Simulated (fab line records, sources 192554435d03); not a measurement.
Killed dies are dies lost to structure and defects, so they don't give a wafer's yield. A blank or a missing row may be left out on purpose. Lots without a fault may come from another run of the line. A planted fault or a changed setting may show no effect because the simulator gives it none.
fab line records | flow n5_finfet
record lots=7 wafers=39
route steps=1938 shown ZERO_LAYER@11 FIN_SAQP@100 DUMMY_REMOVAL@382 BEOL_M0_SAQP@640 BEOL_M1@753 BEOL_M4@1086 BEOL_M6@1251 BEOL_M9@1401 BEOL_M12@1602 MIM_BOT@1833 MIM_BOT_LITHO@1860 PASSIVATION@1936
start_h: hours from the record's first day to the start of the lot's first wafer shown | wait_h: hours since the lot's step before | " the same as in the row above | L1.1+2: a row that stands for several wafers | - no value, or no start given | * or withheld: withheld | < > ~ a bound
route shown NAME@n: a module of which the file shows steps, and the number in the route of the first | usual: mean/standard deviation of fault-free wafers | same: alike in all rows | chamber/n: place in a boat | sites: the reading at each site | _std_site: their standard deviation | _edge_site: outer sites' mean less inner sites' | radius_mm: how far each site lies from the wafer's centre | mask NAME#n: copy n | behind: the tool/chamber that last shaped the wafer | hold: why the lot was held/for how many hours/how that ended | device: the transistor (n, p or np) that didn't switch | end of line: the same wafers' tests at the end of the route | a step without rows: its recipe alone | killed: dies lost to structure and defects at the first sort, not the wafer's yield | map: a wafer's dies, x killed, . not, _ none there
set.NAME: the setting as run; set.NAME@STEP: as run at that earlier step | model.NAME: the simulator's own value behind a step, which no gauge read
lots whose settings were changed on purpose; a table a step, a row a wafer
## steps
# step N5_ZERO_LAYER_DEVELOP_10
# recipe develop_time_s=60 rinse_liquid=diw dry=air_spin dev_temp_c=21
# step N5_FIN_SAQP_PECVD_06
# recipe material=a-Si target_thk_a=600 temp_c=400 precursor=SiH4/He pressure_torr=3 rf_w=100 time_s=48.1
# step N5_DUMMY_REMOVAL_PRECLEAN_08
# recipe chemistry=NF3:NH3 afs_cycles=2 temp_c=30 time_s=20 sublimation_temp_c=180 sublimation_time_s=60 pressure_torr=3 rf_power_w=30
# step N5_BEOL_M0_SAQP_HM_DEP_111
# recipe material=SiO2 target_thk_a=120 temp_c=400 precursor=SiH4/N2O pressure_torr=0.75 rf_w=275 time_s=7.2
# step N5_BEOL_M1_PECVD_72
# recipe material=SiO2 target_thk_a=160 temp_c=400 precursor=TEOS/O2 pressure_torr=5.5 rf_w=450 teos_flow_sccm=53.8 gas=O2 flow_sccm=3000 time_s=18
# step N5_BEOL_M4_SPUTTER_79
# recipe material=Cu target_thk_a=45 temp_c=-20 chamber_pressure_pa=0.07 power_w=withheld time_s=8.29
# step N5_BEOL_M6_ALD_77
# recipe material=TaN target_thk_a=20 temp_c=275 ald_precursor_family=PDMAT ald_co_reactant=NH3 pressure_torr=3 carrier_flow_sccm=1500 pulse_time_s=2 purge_time_s=3 co_reactant_purge_time_s=2 co_reactant_pulse_time_s=3 ald_cycles=40 precursor_vessel_temp_c=75 precursor_vessel_pressure_torr=26.25 precursor_vessel_carrier_sccm=1000
# step N5_BEOL_M9_ILD_DEP_00
# recipe material=SiCOH_lowk target_thk_a=3085.1 temp_c=300 precursor=DEMS/porogen pressure_torr=5 rf_w=500 time_s=58
# step N5_BEOL_M9_TRENCH_ETCH_37
# recipe chemistry=C4F6/O2 target_depth_a=1514.3 target=SiCOH_lowk time_s=49 ion_energy_ev=250 pressure_mtorr=30 source_w=345 bias_w=185 Ar_flow_sccm=300 C4F6_flow_sccm=10 O2_flow_sccm=10
# step N5_BEOL_M12_ILD_DEP_00
# recipe material=SiOC target_thk_a=6589.2 temp_c=350 precursor=DEMS/O2 pressure_torr=5 rf_w=500 time_s=130.7
# step N5_MIM_BOT_SPUTTER_00
# recipe material=TiN target_thk_a=350 temp_c=200 power_w=3000 chamber_pressure_pa=0.49996 gas=Ar reactive_partial_pa=0.37997 time_s=89.7
# step N5_MIM_BOT_LITHO_DEVELOP_07
# step N5_PASSIVATION_PROBE_49
# usual killed_at_M4_up=13/5.2 killed_on_rim=13/3.6
# columns lot.wafer tool chamber start_h wait_h set.develop_time_s@ZERO_LAYER_DEVELOP_10 set.time_s@FIN_SAQP_PECVD_06 set.time_s@DUMMY_REMOVAL_PRECLEAN_08 set.time_s@BEOL_M0_SAQP_HM_DEP_111 set.time_s@BEOL_M1_PECVD_72 set.target_thk_a@BEOL_M4_SPUTTER_79 set.ald_cycles@BEOL_M6_ALD_77 set.time_s@BEOL_M9_ILD_DEP_00 set.target_depth_a@BEOL_M9_TRENCH_ETCH_37 set.time_s@BEOL_M12_ILD_DEP_00 set.target_thk_a@MIM_BOT_SPUTTER_00 set.develop_time_s@MIM_BOT_LITHO_DEVELOP_07 killed_at_M4_up killed_on_rim
L076.1 prober-01 - 292.31 0.0 46.03 48.1 20 8.734 15.06 45 40 58 1514.3 130.7 476.8 60 9 150
L076.2 prober-01 - 292.36 0.1 60 48.1 20 8.734 18 57.01 56 58 2263 130.7 476.8 60 97 150
L076.3 prober-01 - 292.41 0.1 46.03 48.1 14.04 7.2 15.06 57.01 56 58 1514.3 130.7 350 60 12 16
L076.4 prober-01 - 292.46 0.2 60 48.1 14.04 7.2 15.06 57.01 40 58 2263 130.7 350 60 29 21
L076.5 prober-01 - 292.51 0.2 60 48.1 14.04 8.734 18 45 56 58 1514.3 130.7 350 60 13 4
L076.6 prober-01 - 292.56 0.3 46.03 48.1 20 7.2 18 45 40 58 2263 130.7 476.8 60 24 149
L078.2 prober-02 - 322.33 0.1 60 48.1 20 7.2 18 45 40 58 1514.3 130.7 350 60 15 9
L078.4 prober-02 - 322.43 0.2 60 48.1 20 7.2 18 45 40 58 1514.3 130.7 350 60 26 11
L078.6 prober-02 - 322.53 0.3 60 48.1 20 7.2 18 45 40 58 1514.3 130.7 350 60 11 8
L081.1 prober-02 - 323.79 0.0 60 48.1 30.17 7.2 18 45 40 26.78 1514.3 185.8 350 95.55 1063 150
L081.2 prober-02 - 323.84 0.1 88.69 21.29 30.17 7.2 18 24.58 47 26.78 1514.3 130.7 461.3 95.55 1083 151
L081.3 prober-02 - 323.89 0.1 88.69 48.1 30.17 7.2 18 45 47 58 1514.3 130.7 350 60 11 19
L081.4 prober-02 - 323.94 0.2 60 48.1 20 7.2 18 24.58 40 26.78 1815 130.7 461.3 60 1095 151
L081.5 prober-02 - 323.99 0.2 60 21.29 20 7.2 18 45 40 58 1815 185.8 350 95.55 6 13
L081.6 prober-02 - 324.04 0.3 88.69 21.29 20 7.2 18 24.58 47 58 1815 185.8 461.3 60 20 28
L084.1 prober-01 - 339.76 0.0 60 48.1 20 7.2 18 45 50 67.59 1514.3 130.7 350 33.4 14 9
L084.2 prober-01 - 339.81 0.1 46.21 69.55 20 7.2 21.24 54.92 40 58 1514.3 130.7 350 33.4 11 68
L084.3 prober-01 - 339.86 0.1 60 69.55 29.38 3.025 21.24 54.92 50 67.59 1514.3 130.7 350 60 9 42
L084.4 prober-01 - 339.91 0.2 46.21 69.55 20 3.025 18 45 40 58 1514.3 81.7 350 60 10 132
L084.5 prober-01 - 339.96 0.2 60 48.1 29.38 7.2 18 54.92 40 67.59 1514.3 81.7 350 60 15 14
L084.6 prober-01 - 340.01 0.3 46.21 48.1 29.38 3.025 21.24 45 50 58 1514.3 81.7 350 33.4 11 7
L087.1 prober-01 - 349.86 0.0 89.32 48.1 20 7.2 18 45 40 58 2230 130.7 278.8 60 17 11
L087.2 prober-01 - 349.91 0.1 60 48.1 20 9.075 18 45 40 39.4 1514.3 130.7 278.8 60 18 12
L087.3 prober-01 - 349.96 0.1 89.32 48.1 8.093 7.2 18 45 40 58 1514.3 130.7 350 60 24 8
L087.4 prober-01 - 350.01 0.2 60 48.1 20 9.075 18 58.7 40 39.4 1514.3 130.7 350 60 14 11
L087.5 prober-01 - 350.06 0.2 60 48.1 8.093 7.2 18 58.7 40 39.4 2230 130.7 350 60 1060 149
L087.6 prober-01 - 350.11 0.3 89.32 48.1 8.093 9.075 18 58.7 40 58 2230 130.7 278.8 60 9 16
L090.1 prober-01 - 374.78 0.0 60 23 20 7.2 12 45 40 58 1810 130.7 350 60 15 10
L090.2 prober-01 - 374.83 0.1 32.13 23 20 7.2 18 57.33 40 58 1810 68.1 350 60 18 15
L090.3 prober-01 - 374.88 0.1 32.13 48.1 14.06 7.2 12 57.33 61 58 1514.3 68.1 350 60 18 14
L090.4 prober-01 - 374.93 0.2 32.13 48.1 14.06 7.2 12 57.33 40 58 1514.3 130.7 350 60 16 11
L090.5 prober-01 - 374.98 0.2 60 48.1 20 7.2 18 45 61 58 1514.3 68.1 350 60 18 12
L090.6 prober-01 - 375.03 0.3 60 23 14.06 7.2 18 45 61 58 1810 130.7 350 60 9 13
L096.1 prober-01 - 408.84 0.0 60 21.45 24.95 7.2 21.22 45 40 31.64 1514.3 83.72 350 60 996 138
L096.2 prober-01 - 408.89 0.1 40.98 21.45 20 7.2 21.22 45 40 58 1514.3 130.7 350 60 14 10
L096.3 prober-01 - 408.94 0.1 40.98 21.45 24.95 3.443 18 34.82 40 58 1514.3 83.72 183.2 60 4 19
L096.4 prober-01 - 408.99 0.2 60 48.1 20 3.443 18 45 40 31.64 1514.3 130.7 183.2 40.53 817 115
L096.5 prober-01 - 409.04 0.2 40.98 48.1 20 3.443 21.22 34.82 40 31.64 1514.3 83.72 183.2 40.53 1067 143
L096.6 prober-01 - 409.09 0.3 60 48.1 24.95 7.2 18 34.82 40 58 1514.3 130.7 350 40.53 10 15
# killed by level:class
L076.1 MIM_BOT:area_sputter=1065 BEOL_M3:geometric_particle:open=15 MOL_CONTACT_COAG:geometric_particle:open=13 BEOL_M1:geometric_particle:short=7 DUMMY_GATE:geometric_particle:open=7 STI_FIN_REVEAL:geometric_particle:open=6 MOL_CONTACT_COAG:geometric_particle:short=6 BEOL_M0_SAQP:geometric_particle:short=6
L076.2 MIM_BOT:area_sputter=1003 BEOL_M9:area_etch=90 MOL_CONTACT_COAG:geometric_particle:open=10 BEOL_M1:geometric_particle:open=10 FIN_SAQP:geometric_particle:short=9 FIN_SAQP:geometric_particle:open=7 BEOL_M3:geometric_particle:open=7 STI_FIN_REVEAL:geometric_particle:open=6
L076.3 STI_FIN_REVEAL:geometric_particle:open=17 MOL_CONTACT_COAG:geometric_particle:open=15 BEOL_M3:geometric_particle:open=8 DUMMY_GATE:geometric_particle:open=7 BEOL_M4:geometric_particle:open=7 BEOL_M0_SAQP:geometric_particle:open=6 FIN_SAQP:geometric_particle:open=5 FIN_SAQP:geometric_particle:short=4
L076.4 BEOL_M9:area_etch=18 MOL_CONTACT_COAG:geometric_particle:open=17 FIN_SAQP:geometric_particle:short=11 BEOL_M2:geometric_particle:open=8 BEOL_M3:geometric_particle:open=8 HKMG_FIN:area_etch=6 FIN_SAQP:geometric_particle:open=5 STI_FIN_REVEAL:geometric_particle:open=5
L076.5 MOL_CONTACT_COAG:geometric_particle:open=14 FIN_SAQP:geometric_particle:short=6 BEOL_M3:geometric_particle:open=6 HKMG_FIN:area_etch=6 DUMMY_GATE:geometric_particle:open=5 GATE_CUT:geometric_particle:open=5 MOL_CONTACT_COAG:geometric_particle:short=5 FIN_SAQP:geometric_particle:open=4
L076.6 MIM_BOT:area_sputter=1054 MOL_CONTACT_COAG:geometric_particle:open=17 FIN_SAQP:geometric_particle:short=11 BEOL_M3:geometric_particle:open=10 BEOL_M4:geometric_particle:open=10 DUMMY_GATE:geometric_particle:open=9 STI_FIN_REVEAL:geometric_particle:open=7 BEOL_M9:area_etch=7
L078.2 BEOL_M0_SAQP:geometric_particle:open=9 BEOL_M4:geometric_particle:open=9 BEOL_M2:geometric_particle:open=7 STARTING-WAFER:geometric_particle:open=7 BEOL_M0_SAQP:geometric_particle:short=5 BEOL_M3:geometric_particle:open=5 FIN_SAQP:geometric_particle:open=4 SPACER0:geometric_particle:open=4
L078.4 BEOL_M4:geometric_particle:open=13 MOL_CONTACT_COAG:geometric_particle:open=10 BEOL_M2:geometric_particle:open=6 FIN_SAQP:geometric_particle:open=5 STI_FIN_REVEAL:geometric_particle:open=5 ILD0:geometric_particle:open=5 BEOL_M4:geometric_particle:short=5 BEOL_M0:geometric_particle:open=4
L078.6 BEOL_M3:geometric_particle:open=15 MOL_CONTACT_COAG:geometric_particle:open=12 BEOL_M0_SAQP:geometric_particle:open=8 BEOL_M2:geometric_particle:open=8 STI_FIN_REVEAL:geometric_particle:open=6 SPACER0:geometric_particle:short=6 MOL_CONTACT_COAG:geometric_particle:short=4 BEOL_M3:geometric_particle:short=4
L081.1 BEOL_M9:area_dep=1049 FIN_SAQP:geometric_particle:short=13 STI_FIN_REVEAL:geometric_particle:open=12 FIN_SAQP:geometric_particle:open=10 BEOL_M0_SAQP:geometric_particle:open=9 MOL_CONTACT_COAG:geometric_particle:open=9 BEOL_M0_SAQP:geometric_particle:short=9 BEOL_M1:geometric_particle:short=6
L081.2 BEOL_M9:area_dep=1076 FIN_SAQP:geometric_particle:short=13 MOL_CONTACT_COAG:geometric_particle:open=12 FIN_SAQP:geometric_particle:open=8 BEOL_M1:geometric_particle:open=8 MIM_BOT:area_sputter=8 BEOL_M0_SAQP:geometric_particle:short=4 BEOL_M3:geometric_particle:open=4
L081.3 MOL_CONTACT_COAG:geometric_particle:open=11 BEOL_M0_SAQP:geometric_particle:short=10 FIN_SAQP:geometric_particle:short=9 BEOL_M1:geometric_particle:short=9 FIN_SAQP:geometric_particle:open=8 BEOL_M0:geometric_particle:open=7 BEOL_M3:geometric_particle:open=6 STI_FIN_REVEAL:geometric_particle:open=4
L081.4 BEOL_M9:area_dep=1082 FIN_SAQP:geometric_particle:short=12 FIN_SAQP:geometric_particle:open=11 BEOL_M1:geometric_particle:open=10 STI_FIN_REVEAL:geometric_particle:open=8 BEOL_M0_SAQP:geometric_particle:open=6 BEOL_M3:geometric_particle:open=6 BEOL_M4:geometric_particle:open=5
L081.5 MOL_CONTACT_COAG:geometric_particle:open=14 FIN_SAQP:geometric_particle:short=8 FIN_SAQP:geometric_particle:open=6 BEOL_M1:geometric_particle:open=5 SPACER0:geometric_particle:open=4 GATE_CUT:geometric_particle:short=3 MOL_CONTACT_COAG:geometric_particle:short=3 BEOL_M3:geometric_particle:open=3
L081.6 MIM_BOT:area_sputter=817 MOL_CONTACT_COAG:geometric_particle:open=13 FIN_SAQP:geometric_particle:short=8 FIN_SAQP:geometric_particle:open=8 BEOL_M4:geometric_particle:open=8 BEOL_M2:geometric_particle:open=8 PASS1_CAP:geometric_particle:open=6 BEOL_M1:geometric_particle:short=6
L084.1 BEOL_M0_SAQP:geometric_particle:short=10 BEOL_M0_SAQP:geometric_particle:open=9 BEOL_M4:geometric_particle:open=8 STI_FIN_REVEAL:geometric_particle:open=7 BEOL_M2:geometric_particle:open=6 FIN_SAQP:geometric_particle:open=5 BEOL_M3:geometric_particle:open=5 MOL_CONTACT_COAG:geometric_particle:open=4
L084.2 FIN_SAQP:area_etch=324 MOL_CONTACT_COAG:geometric_particle:open=8 FIN_SAQP:geometric_particle:open=7 STI_FIN_REVEAL:geometric_particle:open=6 BEOL_M0_SAQP:geometric_particle:short=5 BEOL_M4:geometric_particle:open=5 BEOL_M0_SAQP:geometric_particle:open=4 BEOL_M3:geometric_particle:open=4
L084.3 FIN_SAQP:area_etch=108 STI_FIN_REVEAL:geometric_particle:open=10 BEOL_M2:geometric_particle:open=8 MOL_CONTACT_COAG:geometric_particle:open=7 STARTING-WAFER:geometric_particle:short=6 MOL_CONTACT_COAG:geometric_particle:short=5 BEOL_M0_SAQP:geometric_particle:short=4 FIN_SAQP:geometric_particle:short=3
L084.4 FIN_SAQP:area_etch=705 MOL_CONTACT_COAG:geometric_particle:open=14 FIN_SAQP:geometric_particle:short=8 BEOL_M2:geometric_particle:open=8 BEOL_M3:geometric_particle:open=8 PAD_METAL:geometric_particle:short=6 ILD0:geometric_particle:short=6 BEOL_M0_SAQP:geometric_particle:open=6
L084.5 MOL_CONTACT_COAG:geometric_particle:open=10 BEOL_M0_SAQP:geometric_particle:short=10 GATE_CUT:geometric_particle:short=7 DUMMY_GATE:geometric_particle:open=6 BEOL_M0_SAQP:geometric_particle:open=6 MOL_CONTACT_COAG:geometric_particle:short=5 BEOL_M4:geometric_particle:open=4 FIN_SAQP:geometric_particle:open=3
L084.6 STI_FIN_REVEAL:geometric_particle:open=9 BEOL_M0_SAQP:geometric_particle:open=7 FIN_SAQP:geometric_particle:open=6 FIN_SAQP:geometric_particle:short=6 BEOL_M4:geometric_particle:open=6 PAD_METAL:geometric_particle:open=5 MOL_CONTACT_COAG:geometric_particle:open=4 STARTING-WAFER:geometric_particle:short=4
L087.1 BEOL_M2:geometric_particle:open=13 GATE_CUT:geometric_particle:short=7 BEOL_M1:geometric_particle:open=6 BEOL_M4:geometric_particle:open=6 GATE_CUT:geometric_particle:open=5 MOL_CONTACT_COAG:geometric_particle:open=5 BEOL_M3:geometric_particle:open=5 STI_FIN_REVEAL:geometric_particle:open=4
L087.2 MOL_CONTACT_COAG:geometric_particle:open=9 BEOL_M4:geometric_particle:open=9 GATE_CUT:geometric_particle:open=6 BEOL_M1:geometric_particle:open=6 GATE_CUT:geometric_particle:short=5 BEOL_M0_SAQP:geometric_particle:open=5 BEOL_M0_SAQP:geometric_particle:short=5 BEOL_M3:geometric_particle:open=4
L087.3 BEOL_M4:geometric_particle:open=15 STI_FIN_REVEAL:geometric_particle:open=9 MOL_CONTACT_COAG:geometric_particle:open=8 BEOL_M0_SAQP:geometric_particle:open=8 BEOL_M0_SAQP:geometric_particle:short=6 DUMMY_GATE:geometric_particle:open=5 GATE_CUT:geometric_particle:short=5 HKMG_FIN:area_etch=5
L087.4 MOL_CONTACT_COAG:geometric_particle:open=6 BEOL_M4:geometric_particle:open=6 STI_FIN_REVEAL:geometric_particle:open=5 DUMMY_GATE:geometric_particle:open=5 BEOL_M5:geometric_particle:open=4 STI_FIN_REVEAL:geometric_particle:short=3 ILD0:geometric_particle:short=3 ILD0:geometric_particle:open=3
L087.5 BEOL_M9:area_dep=1052 MOL_CONTACT_COAG:geometric_particle:open=12 STI_FIN_REVEAL:geometric_particle:open=11 DUMMY_GATE:geometric_particle:open=9 GATE_CUT:geometric_particle:short=6 BEOL_M3:geometric_particle:open=6 BEOL_M1:geometric_particle:open=6 BEOL_M2:geometric_particle:open=5
L087.6 BEOL_M1:geometric_particle:open=14 FIN_SAQP:geometric_particle:open=13 MOL_CONTACT_COAG:geometric_particle:open=10 BEOL_M0_SAQP:geometric_particle:short=10 GATE_CUT:geometric_particle:short=9 DUMMY_GATE:geometric_particle:open=7 STI_FIN_REVEAL:geometric_particle:open=5 GATE_CUT:geometric_particle:open=5
L090.1 BEOL_M0_SAQP:geometric_particle:short=11 STI_FIN_REVEAL:geometric_particle:open=10 BEOL_M0_SAQP:geometric_particle:open=10 BEOL_M4:geometric_particle:open=8 MOL_CONTACT_COAG:geometric_particle:open=7 BEOL_M1:geometric_particle:open=6 DUMMY_GATE:geometric_particle:open=5 FIN_SAQP:geometric_particle:short=4
L090.2 BEOL_M0_SAQP:geometric_particle:open=12 MOL_CONTACT_COAG:geometric_particle:open=12 BEOL_M0_SAQP:geometric_particle:short=12 BEOL_M2:geometric_particle:open=9 STI_FIN_REVEAL:geometric_particle:open=8 BEOL_M4:geometric_particle:open=8 BEOL_M3:geometric_particle:open=7 FIN_SAQP:geometric_particle:open=6
L090.3 MOL_CONTACT_COAG:geometric_particle:open=19 BEOL_M0_SAQP:geometric_particle:short=7 BEOL_M0_SAQP:geometric_particle:open=7 BEOL_M2:geometric_particle:open=7 BEOL_M3:geometric_particle:open=7 FIN_SAQP:geometric_particle:open=6 FIN_SAQP:geometric_particle:short=5 STI_FIN_REVEAL:geometric_particle:open=5
L090.4 FIN_SAQP:geometric_particle:short=11 BEOL_M0_SAQP:geometric_particle:short=9 BEOL_M4:geometric_particle:open=8 BEOL_M0_SAQP:geometric_particle:open=6 MOL_CONTACT_COAG:geometric_particle:open=5 BEOL_M4:geometric_particle:short=5 STI_FIN_REVEAL:geometric_particle:open=4 GATE_CUT:geometric_particle:open=3
L090.5 MOL_CONTACT_COAG:geometric_particle:open=14 BEOL_M4:geometric_particle:open=11 BEOL_M0_SAQP:geometric_particle:short=10 BEOL_M0_SAQP:geometric_particle:open=9 STI_FIN_REVEAL:geometric_particle:open=7 DUMMY_GATE:geometric_particle:open=7 BEOL_M1:geometric_particle:open=6 BEOL_M2:geometric_particle:short=5
L090.6 BEOL_M0_SAQP:geometric_particle:open=13 BEOL_M0_SAQP:geometric_particle:short=13 BEOL_M3:geometric_particle:open=9 MOL_CONTACT_COAG:geometric_particle:open=7 FIN_SAQP:geometric_particle:short=5 BEOL_M2:geometric_particle:open=5 STARTING-WAFER:geometric_particle:short=5 GATE_CUT:geometric_particle:short=4
L096.1 BEOL_M9:area_dep=982 MOL_CONTACT_COAG:geometric_particle:open=16 STI_FIN_REVEAL:geometric_particle:open=15 BEOL_M2:geometric_particle:open=13 FIN_SAQP:geometric_particle:open=8 BEOL_M4:geometric_particle:open=8 BEOL_M0_SAQP:geometric_particle:short=7 FIN_SAQP:geometric_particle:short=5
L096.2 FIN_SAQP:geometric_particle:open=13 BEOL_M2:geometric_particle:open=9 BEOL_M0_SAQP:geometric_particle:open=9 FIN_SAQP:geometric_particle:short=7 BEOL_M4:geometric_particle:open=7 MOL_CONTACT_COAG:geometric_particle:open=6 STI_FIN_REVEAL:geometric_particle:open=5 DUMMY_GATE:geometric_particle:open=4
L096.3 FIN_SAQP:geometric_particle:open=18 FIN_SAQP:geometric_particle:short=9 BEOL_M2:geometric_particle:open=7 STI_FIN_REVEAL:geometric_particle:open=6 BEOL_M0_SAQP:geometric_particle:short=6 STARTING-WAFER:geometric_particle:short=6 MOL_CONTACT_COAG:geometric_particle:open=5 BEOL_M1:geometric_particle:open=5
L096.4 BEOL_M9:area_dep=812 STI_FIN_REVEAL:geometric_particle:open=11 BEOL_M3:geometric_particle:open=9 BEOL_M0_SAQP:geometric_particle:short=8 MOL_CONTACT_COAG:geometric_particle:open=7 FIN_SAQP:geometric_particle:short=6 FIN_SAQP:geometric_particle:open=6 BEOL_M2:geometric_particle:open=6
L096.5 BEOL_M9:area_dep=1050 BEOL_M4:geometric_particle:open=11 BEOL_M0_SAQP:geometric_particle:short=11 MOL_CONTACT_COAG:geometric_particle:open=8 BEOL_M3:geometric_particle:open=7 STI_FIN_REVEAL:geometric_particle:open=5 PASS1_CAP:geometric_particle:open=5 DUMMY_GATE:geometric_particle:open=4
L096.6 MOL_CONTACT_COAG:geometric_particle:open=17 BEOL_M0_SAQP:geometric_particle:short=13 BEOL_M4:geometric_particle:open=8 BEOL_M0_SAQP:geometric_particle:open=8 FIN_SAQP:geometric_particle:open=5 FIN_SAQP:geometric_particle:short=5 BEOL_M2:geometric_particle:open=5 BEOL_M1:geometric_particle:open=5
## key
split step=N5_ZERO_LAYER_DEVELOP_10 setting=develop_time_s stated_as=60
response none clear
split step=N5_FIN_SAQP_PECVD_06 setting=time_s stated_as=48.1
response none clear
split step=N5_DUMMY_REMOVAL_PRECLEAN_08 setting=time_s stated_as=20
response none clear
split step=N5_BEOL_M0_SAQP_HM_DEP_111 setting=time_s stated_as=7.2
response none clear
split step=N5_BEOL_M1_PECVD_72 setting=time_s stated_as=18
response none clear
split step=N5_BEOL_M4_SPUTTER_79 setting=target_thk_a stated_as=45
response none clear
split step=N5_BEOL_M6_ALD_77 setting=ald_cycles stated_as=40
response none clear
split step=N5_BEOL_M9_ILD_DEP_00 setting=time_s stated_as=58
response step=N5_PASSIVATION_PROBE_49 reading=killed_at_M4_up slope=-19.1 per=1% together_with=all explained=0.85
response step=N5_PASSIVATION_PROBE_49 reading=killed_on_rim slope=-2.1 per=1% together_with=all explained=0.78
split step=N5_BEOL_M9_TRENCH_ETCH_37 setting=target_depth_a stated_as=1514.3
response none clear
split step=N5_BEOL_M12_ILD_DEP_00 setting=time_s stated_as=130.7
response none clear
split step=N5_MIM_BOT_SPUTTER_00 setting=target_thk_a stated_as=350
response none clear
split step=N5_MIM_BOT_LITHO_DEVELOP_07 setting=develop_time_s stated_as=60
response none clear
